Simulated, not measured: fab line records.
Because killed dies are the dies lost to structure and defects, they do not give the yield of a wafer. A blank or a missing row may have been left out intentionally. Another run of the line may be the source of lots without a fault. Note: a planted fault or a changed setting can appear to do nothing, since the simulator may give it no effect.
fab line records -- flow n5-finfet -- part 2 of 2: steps 5 to 6 of 6
record lots=23, wafers=69, last-day=18
route steps=1938 shown WELL_APT@45 PMOS_HMC_CHANNEL_EPI@68 FIN_SAQP@94
lots untouched by any fault: they come from a run of this same line in which no faults occurred
start-h: hours from the record's first day to the start of the lot's first wafer shown -- wait-h: hours elapsed since this lot's preceding step -- " same as the row above -- L1.1+2: one row covering several wafers at once -- - no value, or no start was given -- * or withheld: withheld -- < > ~ a bound
route shown NAME@n: NAME is a module with steps in the file, n the number in the route of the first one -- usual: mean/standard deviation taken from wafers without a fault -- same: alike in all rows -- chamber/n: place in a boat -- sites: readings site by site -- _std_site: the standard deviation of these -- _edge_site: the outer-site mean with the inner-site mean subtracted -- radius-mm: for every site, how far away it sits from the centre of the wafer -- mask NAME#n: copy n -- behind: tool/chamber where the wafer was last shaped -- hold: the reason the lot was held/the length of the hold in hours/how it ended -- device: which transistor (n, p or np) failed to switch -- end of line: the same wafers' tests at the end of the route -- step lacking rows: just its recipe -- killed: the dies lost at the first sort to structure and to defects; this is not the yield of the wafer -- map: the dies of a wafer, with x for killed, . for not killed, _ for no die there
set.NAME: the setting the step ran with; set.NAME@STEP: the setting that earlier step ran with -- model.NAME: the simulator's own value behind a step, which no gauge read
steps of the route over a sample of lots; a table a step, a row a wafer
services: a tool's chamber out of use, with start hour (start-h, from the record's first day; less than 0 if before it), hours out, and reason
## steps
# step N5_FIN_SAQP_PECVD_06
# recipe material=a-Si, target-thk-a=600, temp-c=400, precursor=SiH4/He, pressure-torr=3, rf-w=100, time-s=48.1
# usual chamber-pressure-Torr=3.000/0.0073, heater-power-w=925/120, showerhead-plenum-p-Torr=5.67/0.057, showerhead-vpp-V=651/31, throttle-valve-pct=18.7/1.6
lot.wafer,tool,chamber,start-h,wait-h,chamber-pressure-Torr,heater-power-w,showerhead-plenum-p-Torr,showerhead-vpp-V,throttle-valve-pct
L074.3,pecvd-03,0,21.05,0.0,3.007,972,5.72,629,19.4
L074.5,pecvd-03,0,21.05,0.0,3.005,971,5.74,641,19.3
L074.6,pecvd-03,2,21.05,0.0,3.016,805,5.70,687,16.6
L075.1,pecvd-01,1,28.16,0.0,3.001,938,5.71,628,17.7
L075.2,pecvd-01,0,28.16,0.0,3.006,1229,5.66,673,22.1
L075.6,pecvd-01,0,28.16,0.0,3.001,1234,5.67,661,21.8
L076.4,pecvd-03,0,33.46,0.0,3.003,998,5.74,624,19.4
L076.5,pecvd-03,2,33.46,0.0,2.999,784,5.68,671,16.9
L076.6,pecvd-03,1,33.46,0.0,3.001,996,5.56,617,19.0
L077.2,pecvd-01,1,38.78,0.0,3.008,932,5.71,632,17.7
L077.5,pecvd-01,2,38.78,0.0,2.987,842,5.67,645,17.7
L077.6,pecvd-01,0,38.78,0.0,3.001,1123,5.65,693,22.0
L078.3,pecvd-03,2,45.80,0.0,2.986,758,5.71,681,16.8
L078.4,pecvd-03,0,45.80,0.0,2.997,990,5.75,630,19.5
L078.6,pecvd-03,1,45.80,0.0,2.999,956,5.55,623,19.1
L079.2,pecvd-01,1,51.31,0.0,3.017,868,5.71,622,17.5
L079.3,pecvd-01,0,51.31,0.0,2.997,1220,5.66,674,22.1
L079.4,pecvd-01,0,51.31,0.0,2.993,1205,5.65,680,22.0
L080.2,pecvd-01,1,57.39,0.0,3.008,872,5.71,628,17.7
L080.5,pecvd-01,0,57.39,0.0,3.010,1208,5.65,676,21.9
L080.6,pecvd-01,2,57.39,0.0,2.991,709,5.67,648,17.5
L081.1,pecvd-01,2,63.44,0.0,3.004,706,5.66,628,17.7
L081.4,pecvd-01,2,63.44,0.0,3.004,718,5.64,649,17.6
L081.5,pecvd-01,1,63.44,0.0,3.001,927,5.71,629,17.7
L082.1,pecvd-01,0,70.80,0.0,2.996,1102,5.64,682,21.9
L082.3,pecvd-01,1,70.80,0.0,3.004,825,5.71,631,17.8
L082.4,pecvd-01,0,70.80,0.0,2.989,1133,5.66,670,22.1
L083.3,pecvd-04,0,75.44,0.0,2.998,948,5.73,703,17.5
L083.5,pecvd-04,0,75.44,0.0,2.995,947,5.75,692,17.7
L083.6,pecvd-04,1,75.44,0.0,3.006,903,5.65,725,18.3
L084.2,pecvd-03,2,81.45,0.0,2.998,821,5.68,682,16.8
L084.3,pecvd-03,1,81.45,0.0,3.005,1022,5.56,628,19.2
L084.5,pecvd-03,1,81.45,0.0,3.007,1027,5.54,614,18.9
L085.2,pecvd-03,2,87.96,0.0,2.997,748,5.71,680,17.0
L085.3,pecvd-03,1,87.96,0.0,2.999,1047,5.56,623,19.3
L085.4,pecvd-03,0,87.96,0.0,2.999,883,5.72,617,19.4
L087.1,pecvd-01,0,102.24,0.0,2.998,1111,5.66,672,22.3
L087.3,pecvd-01,1,102.24,0.0,2.995,898,5.73,634,17.6
L087.6,pecvd-01,2,102.24,0.0,3.007,866,5.67,647,17.7
L088.1,pecvd-04,2,105.03,0.0,2.997,756,5.60,602,16.9
L088.5,pecvd-04,0,105.03,0.0,3.006,909,5.73,691,17.8
L088.6,pecvd-04,2,105.03,0.0,3.000,758,5.61,608,16.8
L089.2,pecvd-01,1,111.41,0.0,3.002,900,5.71,643,17.8
L089.5,pecvd-01,2,111.41,0.0,3.006,771,5.67,649,17.7
L089.6,pecvd-01,1,111.41,0.0,3.018,925,5.71,622,18.0
L090.1,pecvd-04,0,118.83,0.0,2.994,808,5.73,694,17.7
L090.3,pecvd-04,1,118.83,0.0,3.002,946,5.64,716,18.1
L090.4,pecvd-04,1,118.83,0.0,2.998,926,5.65,728,18.4
L091.1,pecvd-03,2,124.02,0.0,2.992,794,5.68,669,17.0
L091.2,pecvd-03,0,124.02,0.0,3.003,1059,5.72,633,19.5
L091.3,pecvd-03,1,124.02,0.0,3.001,1000,5.57,622,18.9
L092.1,pecvd-04,0,130.25,0.0,3.010,899,5.73,695,17.8
L092.4,pecvd-04,0,130.25,0.0,2.998,933,5.73,693,18.0
L092.6,pecvd-04,1,130.25,0.0,2.998,936,5.63,719,18.2
L093.1,pecvd-01,2,135.06,0.0,3.004,816,5.66,640,18.1
L093.2,pecvd-01,0,135.06,0.0,2.999,1158,5.66,673,21.8
L093.4,pecvd-01,1,135.06,0.0,3.004,869,5.73,628,17.8
L094.1,pecvd-01,1,140.93,0.0,3.004,859,5.72,630,17.9
L094.5,pecvd-01,1,140.93,0.0,2.999,834,5.72,635,17.6
L094.6,pecvd-01,0,140.93,0.0,3.000,1070,5.68,668,22.0
L095.3,pecvd-03,0,147.60,0.0,2.978,1004,5.74,627,20.0
L095.5,pecvd-03,1,147.60,0.0,2.989,980,5.57,614,19.0
L095.6,pecvd-03,0,147.60,0.0,2.992,1040,5.72,618,19.1
L096.1,pecvd-03,2,153.51,0.0,2.993,738,5.70,684,17.4
L096.2,pecvd-03,1,153.51,0.0,2.995,1016,5.54,617,19.0
L096.4,pecvd-03,0,153.51,0.0,2.991,983,5.72,628,19.4
L097.2,pecvd-03,1,159.21,0.0,3.005,934,5.56,622,19.0
L097.3,pecvd-03,1,159.21,0.0,3.011,926,5.56,619,18.8
L097.5,pecvd-03,0,159.21,0.0,3.010,1072,5.72,629,19.6
# step N5_FIN_SAQP_ETCH_52
# recipe chemistry=N2/H2, target=SOC, target-depth-a=1000, overetch-a=200, mask-material=SiARC, temp-c=40, time-s=150, ion-energy-ev=200, pressure-mtorr=30, source-w=840, bias-w=150, n2-flow-sccm=200, h2-flow-sccm=200, ends=end-point
# usual drypump-motor-current-A=5.7/0.4, oes-product-au=0.67/0.055, rf-vpp-V=523.9/2.7, showerhead-plenum-p-Torr=2.54/0.095, throttle-valve-pct=17.96/0.27
lot.wafer,tool,chamber,start-h,wait-h,drypump-motor-current-A,oes-product-au,rf-hours-counter-h,rf-vpp-V,showerhead-plenum-p-Torr,throttle-valve-pct
L074.3,rie-diel-06,3,21.68,0.0,5.6,0.62,225,523.3,2.51,18.40
L074.5,rie-diel-06,0,21.68,0.0,6.5,0.73,-,522.6,2.47,17.68
L074.6,rie-diel-06,1,21.68,0.0,5.5,0.64,-,523.1,2.52,17.84
L075.1,rie-diel-06,3,28.95,0.0,5.5,0.63,228,524.3,2.51,18.39
L075.2,rie-diel-06,1,28.95,0.0,5.4,0.63,220,524.4,2.52,17.85
L075.6,rie-diel-06,2,28.95,0.0,5.3,0.64,-,525.8,2.62,17.95
L076.4,rie-diel-03,2,34.25,0.0,5.7,0.64,-,519.1,2.41,18.22
L076.5,rie-diel-03,1,34.25,0.0,5.7,0.66,-,525.5,2.65,18.29
L076.6,rie-diel-03,0,34.25,0.0,5.4,0.69,-,521.4,2.44,17.78
L077.2,rie-diel-06,1,39.42,0.0,5.5,0.63,223,523.7,2.52,17.85
L077.5,rie-diel-06,2,39.42,0.0,5.3,0.64,-,527.8,2.62,17.95
L077.6,rie-diel-06,3,39.42,0.0,5.5,0.62,-,523.7,2.51,18.41
L078.3,rie-diel-01,3,46.43,0.0,5.5,0.68,150,523.4,2.53,17.71
L078.4,rie-diel-01,0,46.43,0.0,5.5,0.69,131,527.3,2.66,17.88
L078.6,rie-diel-01,1,46.43,0.0,5.4,0.66,-,522.1,2.43,18.31
L079.2,rie-diel-06,0,52.09,0.0,6.5,0.73,91,522.0,2.47,17.72
L079.3,rie-diel-06,3,52.09,0.0,5.5,0.61,236,523.2,2.50,18.42
L079.4,rie-diel-06,1,52.09,0.0,5.5,0.63,228,524.0,2.52,17.86
L080.2,rie-diel-01,3,58.30,0.0,5.5,0.68,154,524.7,2.53,17.71
L080.5,rie-diel-01,2,58.30,0.0,5.8,0.66,-,524.3,2.55,17.90
L080.6,rie-diel-01,1,58.30,0.0,5.4,0.66,-,521.6,2.43,18.30
L081.1,rie-diel-03,1,64.20,0.0,5.7,0.64,208,524.1,2.65,18.33
L081.4,rie-diel-03,0,64.20,0.0,5.3,0.67,-,520.8,2.44,17.77
L081.5,rie-diel-03,1,64.20,0.0,5.7,0.65,-,526.6,2.65,18.33
L082.1,rie-diel-03,1,71.57,0.0,5.7,0.64,210,525.9,2.65,18.33
L082.3,rie-diel-03,3,71.57,0.0,6.6,0.79,35,528.3,2.68,17.41
L082.4,rie-diel-03,2,71.57,0.0,5.8,0.63,232,519.1,2.40,18.25
L083.3,rie-diel-03,1,76.34,0.0,5.7,0.65,211,525.6,2.65,18.33
L083.5,rie-diel-03,2,76.34,0.0,5.7,0.63,-,519.4,2.40,18.24
L083.6,rie-diel-03,1,76.34,0.0,5.7,0.65,-,525.9,2.65,18.32
L084.2,rie-diel-01,2,82.81,0.0,5.8,0.65,170,523.4,2.54,17.88
L084.3,rie-diel-01,0,82.81,0.0,5.5,0.68,142,527.5,2.66,17.91
L084.5,rie-diel-01,0,82.81,0.0,5.5,0.68,-,527.7,2.66,17.90
L085.2,rie-diel-03,1,88.72,0.0,5.7,0.64,216,526.3,2.64,18.34
L085.3,rie-diel-03,2,88.72,0.0,5.7,0.62,239,521.8,2.40,18.25
L085.4,rie-diel-03,3,88.72,0.0,6.6,0.79,42,530.8,2.68,17.41
L087.1,rie-diel-01,1,103.23,0.0,5.4,0.65,191,520.0,2.42,18.34
L087.3,rie-diel-01,3,103.23,0.0,5.5,0.67,169,523.4,2.52,17.73
L087.6,rie-diel-01,2,103.23,0.0,5.8,0.65,-,523.7,2.54,17.91
L088.1,rie-diel-06,1,105.67,0.0,5.5,0.62,244,521.2,2.51,17.88
L088.5,rie-diel-06,1,105.67,0.0,5.4,0.62,-,523.0,2.51,17.88
L088.6,rie-diel-06,0,105.67,0.0,6.5,0.72,-,522.1,2.46,17.73
L089.2,rie-diel-01,0,112.17,0.0,5.5,0.68,152,527.9,2.65,17.93
L089.5,rie-diel-01,1,112.17,0.0,5.3,0.65,-,520.4,2.42,18.33
L089.6,rie-diel-01,0,112.17,0.0,5.5,0.68,-,527.6,2.65,17.92
L090.1,rie-diel-06,1,119.47,0.0,5.5,0.62,249,523.0,2.51,17.89
L090.3,rie-diel-06,2,119.47,0.0,5.3,0.62,233,526.9,2.61,17.96
L090.4,rie-diel-06,0,119.47,0.0,6.5,0.71,-,522.8,2.46,17.76
L091.1,rie-diel-06,1,124.78,0.0,5.5,0.62,250,522.9,2.51,17.89
L091.2,rie-diel-06,0,124.78,0.0,6.5,0.71,110,521.6,2.46,17.73
L091.3,rie-diel-06,2,124.78,0.0,5.3,0.63,234,526.7,2.61,17.98
L092.1,rie-diel-03,1,131.11,0.0,5.7,0.63,231,525.5,2.64,18.36
L092.4,rie-diel-03,3,131.11,0.0,6.6,0.77,-,527.5,2.67,17.45
L092.6,rie-diel-03,0,131.11,0.0,5.4,0.67,-,520.7,2.43,17.81
L093.1,rie-diel-03,1,135.85,0.0,5.7,0.63,233,526.0,2.64,18.37
L093.2,rie-diel-03,3,135.85,0.0,6.6,0.76,58,528.3,2.67,17.45
L093.4,rie-diel-03,0,135.85,0.0,5.4,0.66,-,521.1,2.43,17.83
L094.1,rie-diel-01,2,141.56,0.0,5.8,0.64,190,522.0,2.53,17.94
L094.5,rie-diel-01,2,141.56,0.0,5.8,0.64,-,524.7,2.53,17.93
L094.6,rie-diel-01,1,141.56,0.0,5.3,0.64,-,520.3,2.42,18.35
L095.3,rie-diel-03,2,148.28,0.0,5.7,0.86,3,528.2,2.71,17.80
L095.5,rie-diel-03,1,148.28,0.0,5.6,0.62,-,526.3,2.63,18.40
L095.6,rie-diel-03,2,148.28,0.0,5.7,0.85,-,529.2,2.71,17.79
L096.1,rie-diel-03,1,154.15,0.0,5.7,0.63,240,526.9,2.63,18.37
L096.2,rie-diel-03,0,154.15,0.0,5.4,0.65,172,520.4,2.42,17.85
L096.4,rie-diel-03,2,154.15,0.0,5.8,0.85,4,527.5,2.71,17.79
L097.2,rie-diel-06,3,159.87,0.0,5.6,0.83,12,522.5,2.49,18.01
L097.3,rie-diel-06,1,159.87,0.0,5.5,0.85,4,521.7,2.50,17.45
L097.5,rie-diel-06,3,159.87,0.0,5.6,0.83,-,524.3,2.49,18.00
## services
tool,chamber,start-h,hours,kind
ald-sin-03,-,0.52,8.7,repair
pecvd-03,-,1.60,0.6,repair
rie-diel-04,0,7.90,6.5,repair
rie-diel-04,-,9.25,0.3,repair
ald-sin-01,-,9.27,1.0,repair
rie-diel-03,2,13.72,2.6,repair
ald-sin-03,-,30.29,0.7,repair
rie-diel-03,3,33.53,33.0,repair
ald-sin-04,1,40.23,10.2,repair
rie-diel-05,0,44.41,2.8,repair
rie-diel-05,1,45.34,8.6,repair
ald-sin-04,3,60.49,3.6,repair
rie-si-04,-,68.62,2.7,repair
rie-diel-04,1,80.68,3.3,repair
rie-diel-02,-,110.04,15.6,pm
rie-si-04,0,115.10,8.9,repair
rie-si-02,3,117.12,13.7,repair
rie-si-04,1,121.01,2.2,repair
rie-diel-06,-,127.09,0.4,repair
pecvd-03,1,132.31,3.7,repair
pecvd-01,-,145.35,0.5,repair
rie-diel-02,2,146.85,7.3,repair
pecvd-03,2,154.16,5.0,repair
pecvd-01,-,157.26,0.6,repair
